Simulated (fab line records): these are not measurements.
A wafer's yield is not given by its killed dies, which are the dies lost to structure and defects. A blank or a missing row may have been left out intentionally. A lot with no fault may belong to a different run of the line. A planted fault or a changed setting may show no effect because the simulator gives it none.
The tool behind it: which one? || flow n5-finfet || 33 wafers from 11 lots sampled at 5 of the route's 1938 steps

## WHAT THE GAUGES READ, wafer by wafer
N5_BEOL_M5_RS_MEAS_57: the measuring method here is four-point-probe.
{"lot": "L077", "measured": "day 9 12:29", "on": "film-metro-02", "M5_RS (ohm/sq)": "0.381 0.398 0.389"}
{"lot": "L078", "measured": "day 9 22:19", "on": "film-metro-02", "M5_RS (ohm/sq)": "0.416 0.405 0.395"}
{"lot": "L074", "measured": "day 10 11:15", "on": "film-metro-02", "M5_RS (ohm/sq)": "0.404 0.404 0.370"}
{"lot": "L079", "measured": "day 10 14:37", "on": "film-metro-01", "M5_RS (ohm/sq)": "0.401 0.414 0.420"}
{"lot": "L084", "measured": "day 11 12:16", "on": "film-metro-01", "M5_RS (ohm/sq)": "0.381 0.398 0.398"}
{"lot": "L086", "measured": "day 12 08:28", "on": "film-metro-02", "M5_RS (ohm/sq)": "0.381 0.435 0.396"}
{"lot": "L087", "measured": "day 13 07:42", "on": "film-metro-01", "M5_RS (ohm/sq)": "0.391 0.369 0.416"}
{"lot": "L091", "measured": "day 13 13:53", "on": "film-metro-01", "M5_RS (ohm/sq)": "0.416 0.403 0.388"}
{"lot": "L093", "measured": "day 14 09:08", "on": "film-metro-01", "M5_RS (ohm/sq)": "0.371 0.417 0.413"}
{"lot": "L095", "measured": "day 14 20:01", "on": "film-metro-02", "M5_RS (ohm/sq)": "0.363 0.379 0.378"}
{"lot": "L096", "measured": "day 15 01:28", "on": "film-metro-02", "M5_RS (ohm/sq)": "0.370 0.394 0.379"}

## EACH LOT AND THE TOOL THAT RAN IT (in order: tool; ch and the chambers of the sampled wafers; start)
{"lot": "L077", "N5_BEOL_M5_ETCH_75": "rie-diel-06 ch 0,3, day 9 03:56", "N5_BEOL_M5_ETCH_68": "rie-diel-06 ch 0,3, day 9 03:59", "N5_BEOL_M5_ANNEAL_49": "pvd-sputter-02, day 9 06:33", "N5_BEOL_M5_SPUTTER_81": "pvd-sputter-02, day 9 07:33"}
{"lot": "L078", "N5_BEOL_M5_ETCH_75": "rie-diel-02 ch 1,2, day 9 14:31", "N5_BEOL_M5_ETCH_68": "rie-diel-02 ch 1,2, day 9 14:33", "N5_BEOL_M5_ANNEAL_49": "pvd-sputter-03, day 9 16:23", "N5_BEOL_M5_SPUTTER_81": "pvd-sputter-03, day 9 17:24"}
{"lot": "L074", "N5_BEOL_M5_ETCH_75": "rie-diel-04 ch 0,3, day 10 02:34", "N5_BEOL_M5_ETCH_68": "rie-diel-04 ch 0,3, day 10 02:37", "N5_BEOL_M5_ANNEAL_49": "pvd-sputter-01, day 10 04:48", "N5_BEOL_M5_SPUTTER_81": "pvd-sputter-01, day 10 05:49"}
{"lot": "L079", "N5_BEOL_M5_ETCH_75": "rie-diel-02 ch 1,3, day 10 07:01", "N5_BEOL_M5_ETCH_68": "rie-diel-02 ch 1,3, day 10 07:03", "N5_BEOL_M5_ANNEAL_49": "pvd-sputter-01, day 10 09:14", "N5_BEOL_M5_SPUTTER_81": "pvd-sputter-01, day 10 10:14"}
{"lot": "L084", "N5_BEOL_M5_ETCH_75": "rie-diel-04 ch 1,2, day 11 05:20", "N5_BEOL_M5_ETCH_68": "rie-diel-04 ch 1,2, day 11 05:23", "N5_BEOL_M5_ANNEAL_49": "pvd-sputter-02, day 11 06:55", "N5_BEOL_M5_SPUTTER_81": "pvd-sputter-02, day 11 07:56"}
{"lot": "L086", "N5_BEOL_M5_ETCH_75": "rie-diel-06 ch 0,2,3, day 12 00:19", "N5_BEOL_M5_ETCH_68": "rie-diel-06 ch 0,2,3, day 12 00:22", "N5_BEOL_M5_ANNEAL_49": "pvd-sputter-03, day 12 03:05", "N5_BEOL_M5_SPUTTER_81": "pvd-sputter-03, day 12 04:05"}
{"lot": "L087", "N5_BEOL_M5_ETCH_75": "rie-diel-06 ch 0,2,3, day 13 00:25", "N5_BEOL_M5_ETCH_68": "rie-diel-06 ch 0,2,3, day 13 00:28", "N5_BEOL_M5_ANNEAL_49": "pvd-sputter-03, day 13 02:21", "N5_BEOL_M5_SPUTTER_81": "pvd-sputter-03, day 13 03:22"}
{"lot": "L091", "N5_BEOL_M5_ETCH_75": "rie-diel-02 ch 1,2, day 13 06:43", "N5_BEOL_M5_ETCH_68": "rie-diel-02 ch 1,2, day 13 06:45", "N5_BEOL_M5_ANNEAL_49": "pvd-sputter-02, day 13 08:34", "N5_BEOL_M5_SPUTTER_81": "pvd-sputter-02, day 13 09:34"}
{"lot": "L093", "N5_BEOL_M5_ETCH_75": "rie-diel-02 ch 0,1,3, day 14 01:59", "N5_BEOL_M5_ETCH_68": "rie-diel-02 ch 0,1,3, day 14 02:01", "N5_BEOL_M5_ANNEAL_49": "pvd-sputter-02, day 14 03:49", "N5_BEOL_M5_SPUTTER_81": "pvd-sputter-02, day 14 04:49"}
{"lot": "L095", "N5_BEOL_M5_ETCH_75": "rie-diel-04 ch 1,2,3, day 14 12:16", "N5_BEOL_M5_ETCH_68": "rie-diel-04 ch 1,2,3, day 14 12:19", "N5_BEOL_M5_ANNEAL_49": "pvd-sputter-02, day 14 14:41", "N5_BEOL_M5_SPUTTER_81": "pvd-sputter-02, day 14 15:42"}
{"lot": "L096", "N5_BEOL_M5_ETCH_75": "rie-diel-06 ch 0,1,3, day 14 18:11", "N5_BEOL_M5_ETCH_68": "rie-diel-06 ch 0,1,3, day 14 18:14", "N5_BEOL_M5_ANNEAL_49": "pvd-sputter-02, day 14 19:58", "N5_BEOL_M5_SPUTTER_81": "pvd-sputter-02, day 14 20:58"}
- N5_BEOL_M5_ETCH_75: etches underlayer in N2/H2, target depth 6.5 nm, time 5.2 s.
- N5_BEOL_M5_ETCH_68: etches SOC in N2/H2, target depth 80 nm, overetch 16 nm, time 120 s.
- N5_BEOL_M5_ANNEAL_49: time 1800 s.
- N5_BEOL_M5_SPUTTER_81: material Cu, target thk 15 nm, time 27.62 s.

## THE ANSWER, worked out from the rows above alone
Rule: the usual values come from the lots themselves. The widest of any qualifying gaps counts: lots, ordered by their means at a reading, are off when they make up no more than a third of the lots, leave a main group of 4 or more, and stand apart from it by 3 or more times the standard deviation of that group's means. Not used: any main group whose means are identical at the precision the tables above print for the reading. A lot without any number at a reading at which 4 lots or more have one is off too. All remaining lots with rows at the step are treated as sound.
None of the lots is off at any reading shown; this tells nothing.

## WHAT THE SIMULATOR PUT IN
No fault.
